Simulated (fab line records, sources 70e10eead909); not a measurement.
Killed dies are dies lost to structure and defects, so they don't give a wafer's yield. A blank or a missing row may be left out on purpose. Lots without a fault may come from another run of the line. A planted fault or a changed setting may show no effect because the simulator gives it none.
fab line records | flow nand_harc
record lots=13 wafers=39 last_day=28
route steps=1159 shown A_CHANNEL_FILL_D1@517 A_STAIRCASE@533 END@1159
lots that met no fault: from a run of the same line without faults
start_h: hours from the record's first day to the start of the lot's first wafer shown | wait_h: hours since the lot's step before | " the same as in the row above | L1.1+2: a row that stands for several wafers | - no value, or no start given | * or withheld: withheld | < > ~ a bound
route shown NAME@n: a module of which the file shows steps, and the number in the route of the first | usual: mean/standard deviation of fault-free wafers | same: alike in all rows | chamber/n: place in a boat | sites: the reading at each site | _std_site: their standard deviation | _edge_site: outer sites' mean less inner sites' | radius_mm: how far each site lies from the wafer's centre | mask NAME#n: copy n | behind: the tool/chamber that last shaped the wafer | hold: why the lot was held/for how many hours/how that ended | device: the transistor (n, p or np) that didn't switch | end of line: the same wafers' tests at the end of the route | a step without rows: its recipe alone | killed: dies lost to structure and defects at the first sort, not the wafer's yield | map: a wafer's dies, x killed, . not, _ none there
set.NAME: the setting as run; set.NAME@STEP: as run at that earlier step | model.NAME: the simulator's own value behind a step, which no gauge read
steps of the route over a sample of lots; a table a step, a row a wafer
services: from which hour (start_h, from the record's first day; less than 0 if before it) a tool's chamber was out of use, for how many hours, and why
## steps
# step NHARC_A_CHANNEL_FILL_D1_RTA_24
# recipe temp_c=1000 time_s=5
# usual anneal_temp_c_max=1005.1/1.1 lamp_power_pct=32/6.2 lamp_zone_5_pct=32/6.2 wafer_temp_C_max=1005.1/1.2
# columns lot.wafer tool chamber start_h wait_h anneal_temp_c_max lamp_power_pct lamp_zone_5_pct wafer_temp_C_max
L817.1 rtp_anneal-01 0 295.90 0.2 1005.2 37 37 1005.6
L817.4 " 0 " " 1005.1 37 38 1005.9
L817.6 " 0 " " 1005.2 37 38 1004.8
L814.1 rtp_anneal-02 0 299.39 0.0 1006.2 25 25 1003.7
L814.5 " 0 " " 1004.1 25 25 1002.8
L814.6 " 0 " " 1004.5 25 25 1002.5
L815.1 rtp_anneal-01 0 303.30 0.2 1005.0 37 37 1007.1
L815.2 " 0 " " 1006.0 38 37 1005.6
L815.5 " 0 " " 1004.5 37 37 1006.2
L816.1 rtp_anneal-01 0 303.47 0.3 1003.9 38 37 1006.3
L816.2 " 0 " " 1004.2 37 38 1006.3
L816.6 " 0 " " 1005.0 37 37 1005.4
L820.4 rtp_anneal-01 0 309.19 0.1 1004.8 37 37 1004.9
L820.5 " 0 " " 1004.9 37 37 1004.7
L820.6 " 0 " " 1007.7 37 37 1005.8
L822.1 rtp_anneal-01 0 309.44 0.4 1006.3 37 37 1004.4
L822.2 " 0 " " 1005.8 37 38 1006.4
L822.5 " 0 " " 1004.1 37 37 1004.5
L825.1 rtp_anneal-02 0 318.71 0.0 1004.3 25 25 1004.8
L825.2 " 0 " " 1004.1 25 25 1004.1
L825.6 " 0 " " 1005.3 25 25 1005.7
L827.1 rtp_anneal-01 0 318.74 0.0 1006.6 38 38 1004.9
L827.2 " 0 " " 1003.9 37 37 1005.4
L827.6 " 0 " " 1006.1 37 37 1005.2
L828.1 rtp_anneal-01 0 327.69 0.0 1005.6 37 38 1005.7
L828.2 " 0 " " 1003.9 38 38 1006.3
L828.4 " 0 " " 1005.4 37 37 1005.1
L830.1 rtp_anneal-02 0 331.53 0.3 1003.9 25 25 1002.9
L830.2 " 0 " " 1006.9 25 25 1002.8
L830.6 " 0 " " 1004.7 25 25 1005.9
L834.1 rtp_anneal-02 0 345.62 0.0 1003.9 25 25 1004.0
L834.3 " 0 " " 1004.6 25 25 1004.2
L834.6 " 0 " " 1005.5 25 25 1004.0
L835.2 rtp_anneal-01 0 345.65 0.1 1004.9 37 37 1006.5
L835.4 " 0 " " 1005.5 37 37 1004.1
L835.5 " 0 " " 1005.4 37 37 1004.8
L837.1 rtp_anneal-02 0 371.28 0.0 1003.8 25 25 1005.1
L837.2 " 0 " " 1003.2 25 25 1005.9
L837.6 " 0 " " 1003.8 25 25 1006.2
# step NHARC_A_STAIRCASE_STRIP_171
# recipe power_w=1500 temp_c=250 chemistry=O2
# usual drypump_motor_current_A=5.6/0.3 heater_power_w=314/29
# columns lot.wafer tool chamber start_h wait_h drypump_motor_current_A heater_power_w rf_hours_counter_h
L817.1 plasma_asher-01 0 297.63 - 5.3 322 3
L817.4 " 0 " " 5.3 334 -
L817.6 " 1 " " 5.6 279 -
L814.1 plasma_asher-01 0 300.97 - 5.3 335 4
L814.5 " 0 " " 5.3 334 -
L814.6 " 1 " " 5.6 279 -
L816.1 plasma_asher-01 1 305.21 - 5.6 273 5
L816.2 " 0 " " 5.3 327 5
L816.6 " 0 " " 5.3 327 -
L815.2 plasma_asher-02 0 305.23 - 5.8 359 34
L815.1 " 1 " " 6.2 307 34
L815.5 " 0 " " 5.8 356 -
L820.4 plasma_asher-01 1 310.72 - 5.6 286 -
L820.6 " 1 " " 5.6 284 -
L820.5 " 0 " " 5.3 321 -
L822.2 plasma_asher-01 0 311.03 - 5.3 329 8
L822.1 " 1 " " 5.6 272 8
L822.5 " 1 " " 5.6 278 -
L825.2 plasma_asher-02 1 320.36 - 6.2 320 42
L825.1 " 0 " " 5.8 362 42
L825.6 " 1 " " 6.2 306 -
L827.2 plasma_asher-01 1 320.74 - 5.6 281 13
L827.1 " 0 " " 5.3 333 13
L827.6 " 0 " " 5.3 333 -
L828.1 plasma_asher-02 0 329.41 - 5.8 354 47
L828.2 " 1 " " 6.2 306 47
L828.4 " 1 " " 6.2 295 -
L830.1 plasma_asher-01 1 333.61 - 5.6 273 21
L830.2 " 0 " " 5.3 337 21
L830.6 " 1 " " 5.6 287 -
L835.2 plasma_asher-02 1 348.96 - 6.2 309 56
L835.4 " 1 " " 6.2 306 -
L835.5 " 1 " " 6.2 314 -
L834.1 plasma_asher-01 0 348.97 - 5.3 326 27
L834.3 " 1 " " 5.6 278 -
L834.6 " 1 " " 5.6 275 -
L837.1 plasma_asher-01 1 373.15 - 5.6 279 40
L837.2 " 0 " " 5.3 328 40
L837.6 " 0 " " 5.3 329 -
# step NHARC_A_STAIRCASE_ETCH_17
# recipe target_depth_a=1000 time_s=40.5 ion_energy_ev=400 c4f8_flow_sccm=20 o2_flow_sccm=10 ar_flow_sccm=withheld rf_w=600 bias_w=1000 chemistry=C4F8/O2
# usual oes_product_au=0.935/0.012 rf_vpp_V=897/5.6
# columns lot.wafer tool chamber start_h wait_h oes_product_au rf_hours_counter_h rf_vpp_V
L817.1 rie_diel-04 0 300.47 - 0.973 1 893
L817.6 " 0 " " 0.963 - 893
L817.4 " 1 " " 0.955 - 899
L814.1 rie_diel-11 2 303.43 - 0.936 26 889
L814.5 " 2 " " 0.921 - 887
L814.6 " 3 " " 0.930 - 898
L816.1 rie_diel-11 2 307.67 - 0.927 28 887
L816.2 " 3 " " 0.929 29 898
L816.6 " 2 " " 0.916 - 888
L815.1 rie_diel-11 3 308.05 - 0.918 30 899
L815.2 " 0 " " 0.934 30 905
L815.5 " 2 " " 0.916 - 888
L820.4 rie_diel-05 2 313.16 - 0.928 38 901
L820.6 " 3 " " 0.938 - 892
L820.5 " 0 " " 0.931 - 896
L822.2 rie_diel-11 0 314.15 - 0.923 33 906
L822.1 " 3 " " 0.916 33 900
L822.5 " 0 " " 0.924 - 905
L825.1 rie_diel-11 0 322.67 - 0.928 38 906
L825.2 " 3 " " 1.077 39 899
L825.6 " 0 " " 0.924 - 906
L827.1 rie_diel-05 3 324.00 - 0.937 43 891
L827.2 " 0 " " 0.933 41 896
L827.6 " 2 " " 0.933 - 900
L828.2 rie_diel-11 1 332.50 - 1.104 33 898
L828.1 " 2 " " 0.917 41 888
L828.4 " 3 " " 0.931 46 899
L830.1 rie_diel-11 0 336.25 - 0.946 49 905
L830.2 " 2 " " 1.066 43 890
L830.6 " 3 " " 0.942 - 898
L835.4 rie_diel-04 1 351.22 - 0.953 33 897
L835.2 " 0 " " 0.951 34 890
L835.5 " 1 " " 0.940 - 897
L834.1 rie_diel-04 1 351.42 - 0.944 33 897
L834.3 " 2 " " 0.944 29 896
L834.6 " 1 " " 0.937 - 898
L837.1 rie_diel-05 3 376.47 - 0.930 12 890
L837.2 " 2 " " 0.932 10 901
L837.6 " 0 " " 0.937 - 895
# step NHARC_A_STAIRCASE_TRIM_24
# recipe time_s=211.2 o2_flow_sccm=500 ar_flow_sccm=0 bias_w=0 chemistry=O2
# usual drypump_motor_current_A=5.8/0.5 oes_product_au=1.002/0.0095 rf_vpp_V=57.8/0.82 showerhead_plenum_p_Torr=3.55/0.13 throttle_valve_pct=17.037/0.0092
# columns lot.wafer tool chamber start_h wait_h drypump_motor_current_A oes_product_au rf_hours_counter_h rf_vpp_V showerhead_plenum_p_Torr throttle_valve_pct
L817.1 rie_diel-04 0 - - 6.5 1.014 2 57.0 3.41 17.026
L817.4 " 0 " " 6.4 1.009 - 57.2 3.41 17.048
L817.6 " 1 " " 5.4 1.005 - 57.4 3.59 17.048
L814.1 rie_diel-04 1 - - 5.4 1.002 4 58.2 3.59 17.018
L814.6 " 0 " " 6.4 1.021 - 57.3 3.41 17.040
L814.5 " 1 " " 5.4 1.011 - 58.4 3.59 17.029
L816.1 rie_diel-05 3 - - 5.5 0.994 35 57.6 3.40 17.047
L816.2 " 1 " " 6.1 1.010 33 57.9 3.47 17.040
L816.6 " 3 " " 5.5 1.010 - 58.3 3.40 17.038
L815.1 rie_diel-05 3 - - 5.5 1.015 36 59.1 3.40 17.035
L815.2 " 0 " " 5.3 1.008 33 59.1 3.55 17.041
L815.5 " 3 " " 5.5 1.005 - 57.8 3.40 17.029
L820.4 rie_diel-05 0 - - 5.3 1.013 36 57.9 3.55 17.015
L820.6 " 1 " " 6.1 1.014 - 58.0 3.47 17.036
L820.5 " 2 " " 6.4 0.998 - 57.5 3.67 17.043
L822.2 rie_diel-05 1 - - 6.1 1.012 36 56.5 3.47 17.057
L822.1 " 3 " " 5.6 1.001 38 57.1 3.40 17.037
L822.5 " 0 " " 5.3 1.000 - 57.2 3.55 17.019
L825.2 rie_diel-04 2 - - 6.4 1.004 12 57.8 3.58 17.036
L825.1 " 3 " " 5.1 0.990 15 58.4 3.78 17.032
L825.6 " 1 " " 5.4 1.007 - 58.0 3.59 17.032
L827.2 rie_diel-05 0 - - 5.3 0.990 42 58.2 3.54 17.052
L827.1 " 1 " " 6.1 1.008 43 58.2 3.46 17.039
L827.6 " 1 " " 6.1 1.012 - 57.9 3.46 17.027
L828.1 rie_diel-04 2 - - 6.4 1.014 17 57.5 3.57 17.022
L828.4 " 3 " " 5.1 0.996 22 57.9 3.77 17.031
L828.2 " 0 " " 6.5 1.021 22 57.7 3.40 17.042
L830.2 rie_diel-04 3 - - 5.1 0.997 24 58.4 3.77 17.034
L830.1 " 0 " " 6.4 1.005 24 57.9 3.40 17.045
L830.6 " 1 " " 5.4 1.005 - 58.6 3.58 17.040
L835.2 rie_diel-04 3 - - 5.1 0.990 33 57.1 3.76 17.038
L835.4 " 2 " " 6.4 1.001 29 57.6 3.57 17.050
L835.5 " 0 " " 6.4 1.003 - 57.2 3.39 17.032
L834.3 rie_diel-11 3 - - 5.4 1.005 58 58.2 3.58 17.043
L834.1 " 0 " " 6.1 1.025 60 57.9 3.77 17.044
L834.6 " 1 " " 5.9 1.003 - 58.7 3.63 17.033
L837.2 rie_diel-04 0 - - 6.4 1.015 49 59.6 3.39 17.040
L837.1 " 2 " " 6.4 1.004 41 58.8 3.56 17.045
L837.6 " 0 " " 6.5 1.014 - 58.1 3.38 17.045
# step NHARC_END_SORT_01
# recipe temp_c=25
# usual killed_at_array=29/11 killed_at_other=0.5/0.85 killed_at_periphery=3.0/2.3 killed_dies=33/12 killed_open=3.3/1.9 killed_short=2.0/1.5
# same gross_dies=677
# columns lot.wafer tool chamber start_h wait_h killed_at_array killed_at_other killed_at_periphery killed_dies killed_open killed_short
L828.1 prober-01 0 618.65 2.5 36 0 4 40 3 4
L828.2 prober-01 0 619.46 2.8 670 1 4 675 2 1
L828.4 prober-01 0 621.07 3.4 43 0 0 43 3 1
L825.1 prober-02 0 623.10 2.5 16 0 2 18 2 3
L825.2 prober-02 0 623.91 2.8 676 0 0 676 1 2
L825.6 prober-02 0 627.15 4.0 25 0 2 27 3 2
L830.1 prober-01 0 649.98 2.5 29 1 3 33 7 1
L830.2 prober-01 0 650.78 2.8 674 0 2 676 1 0
L830.6 prober-01 0 653.98 4.0 32 0 4 36 4 0
# killed by level:class
L828.1 A_SLIT:chamber_film_flake=19 A_CHANNEL_HOLE_D1:chamber_film_flake=6 A_M0:chamber_film_flake=3 A_CHANNEL_HOLE_D1:geometric_particle:short=2 A_CONTACT:geometric_particle:open=2 P_STI:chamber_film_flake=2 P_M1:geometric_particle:short=1 A_CHANNEL_FILL_D1:geometric_particle:open=1
L828.2 A_STAIRCASE:area_etch=631 A_SLIT:chamber_film_flake=24 A_CHANNEL_HOLE_D1:chamber_film_flake=8 A_CONTACT:chamber_film_flake=3 P_M0:geometric_particle:open=2 A_STAIRCASE:chamber_film_flake=2 A_M0:chamber_film_flake=2 P_CONTACT:geometric_particle:short=1
L828.4 A_SLIT:chamber_film_flake=22 A_CHANNEL_HOLE_D1:chamber_film_flake=7 A_M0:chamber_film_flake=5 A_STAIRCASE:chamber_film_flake=2 A_CONTACT:chamber_film_flake=2 A_CHANNEL_HOLE_D1:geometric_particle:open=1 A_WL_FILL:geometric_particle:open=1 A_BLC:geometric_particle:short=1
L825.1 A_STAIRCASE:chamber_film_flake=5 A_CONTACT:chamber_film_flake=5 A_CHANNEL_HOLE_D1:chamber_film_flake=2 P_GATE:geometric_particle:short=1 A_ONON_D1:geometric_particle:open=1 A_CHANNEL_HOLE_D1:geometric_particle:short=1 A_CHANNEL_FILL_D1:geometric_particle:open=1 A_SGD_CUT:geometric_particle:short=1
L825.2 A_STAIRCASE:area_etch=654 A_STAIRCASE:chamber_film_flake=10 A_CHANNEL_HOLE_D1:chamber_film_flake=4 A_CONTACT:chamber_film_flake=4 A_CHANNEL_HOLE_D1:geometric_particle:short=1 A_SGD_CUT:geometric_particle:short=1 A_CONTACT:geometric_particle:open=1 A_ZERO_WELL:chamber_film_flake=1
L825.6 A_STAIRCASE:chamber_film_flake=9 A_CONTACT:chamber_film_flake=5 P_CONTACT:geometric_particle:open=2 A_SGD_CUT:geometric_particle:short=2 A_CHANNEL_HOLE_D1:chamber_film_flake=2 A_SLIT:chamber_film_flake=2 A_ONON_D1:geometric_particle:open=1 A_WL_FILL:chamber_film_flake=1
L830.1 A_CHANNEL_HOLE_D1:chamber_film_flake=19 A_CONTACT:chamber_film_flake=3 A_CONTACT:geometric_particle:open=2 A_M0:geometric_particle:open=2 A_SLIT:chamber_film_flake=2 P_CONTACT:geometric_particle:open=1 P_M1:geometric_particle:open=1 A_WL_FILL:geometric_particle:short=1
L830.2 A_STAIRCASE:area_etch=652 A_CHANNEL_HOLE_D1:chamber_film_flake=16 P_ZERO_WELL:chamber_film_flake=2 A_STAIRCASE:chamber_film_flake=2 A_SLIT:chamber_film_flake=2 A_M0:geometric_particle:open=1 A_BLC:chamber_film_flake=1
L830.6 A_CHANNEL_HOLE_D1:chamber_film_flake=24 A_SLIT:chamber_film_flake=6 P_ZERO_WELL:chamber_film_flake=2 P_CONTACT:geometric_particle:open=1 P_M1:geometric_particle:open=1 A_ONON_D1:geometric_particle:open=1 A_CHANNEL_FILL_D1:geometric_particle:open=1
## services
# columns tool chamber start_h hours kind
plasma_asher-01 - 276.10 9.0 pm
rie_diel-04 - 289.00 9.0 pm
rie_diel-04 0 289.00 9.0 vent_cycle
rie_diel-04 1 289.00 9.0 vent_cycle
rie_diel-04 2 289.00 14.0 vent_cycle
rie_diel-04 3 289.00 9.0 vent_cycle
rie_diel-04 0 298.00 - clean
rie_diel-04 1 298.00 - clean
rie_diel-04 3 298.00 - clean
rtp_anneal-02 - 300.00 12.0 pm
rie_diel-05 1 303.01 3.9 repair
rie_diel-11 1 307.64 8.5 repair
rie_diel-04 0 322.52 - clean
rie_diel-04 1 322.52 - clean
rie_diel-04 2 322.52 - clean
rie_diel-04 3 322.52 - clean
rie_diel-05 - 341.18 9.0 pm
rie_diel-04 0 347.35 - clean
rie_diel-04 1 347.35 - clean
rie_diel-04 2 347.35 - clean
rie_diel-04 3 347.35 - clean
plasma_asher-02 - 360.42 9.0 pm
rie_diel-11 - 367.63 9.0 pm
rie_diel-04 0 371.91 - clean
## key
first_sign step=NHARC_A_STAIRCASE_ETCH_17 reading=oes_product_au direction=up sigmas=12 usual=0.935 struck=1.082
effect step=NHARC_END_SORT_01 reading=killed_at_array direction=up sigmas=60 usual=29 struck=673
more_kills_born_at NHARC_A_STAIRCASE_ETCH_17@rie_diel-11=1937
met_at NHARC_A_STAIRCASE_ETCH_17
struck_lots L825,L828,L830
struck_wafers L825.2,L828.2,L830.2
later_rows_left_out L825.2,L828.2,L830.2
tester_left_out L825,L828,L830
not_acting_at NHARC_A_CHANNEL_FILL_D1_RTA_24,NHARC_A_STAIRCASE_STRIP_171,NHARC_A_STAIRCASE_TRIM_24
onset_between 314.15 322.67
fault kind=process_parameter_drift tool=rie_diel-11 chamber=- onset_h=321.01 steps=NHARC_A_STAIRCASE_ETCH_17 channel=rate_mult offset=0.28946 shape=step end_h=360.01 scope=struck_wafers_only
# tester_left_out: of these lots the tester's yield and bins aren't shown, on N5 and GAA mostly nor the transistor test; their killed dies are dies lost to structure and defects alone, not to doping, threshold or leakage, so they don't give the yield
# later_rows_left_out: the simulator's readings of these wafers behind a module that went badly wrong aren't trusted and aren't shown, but for the sort
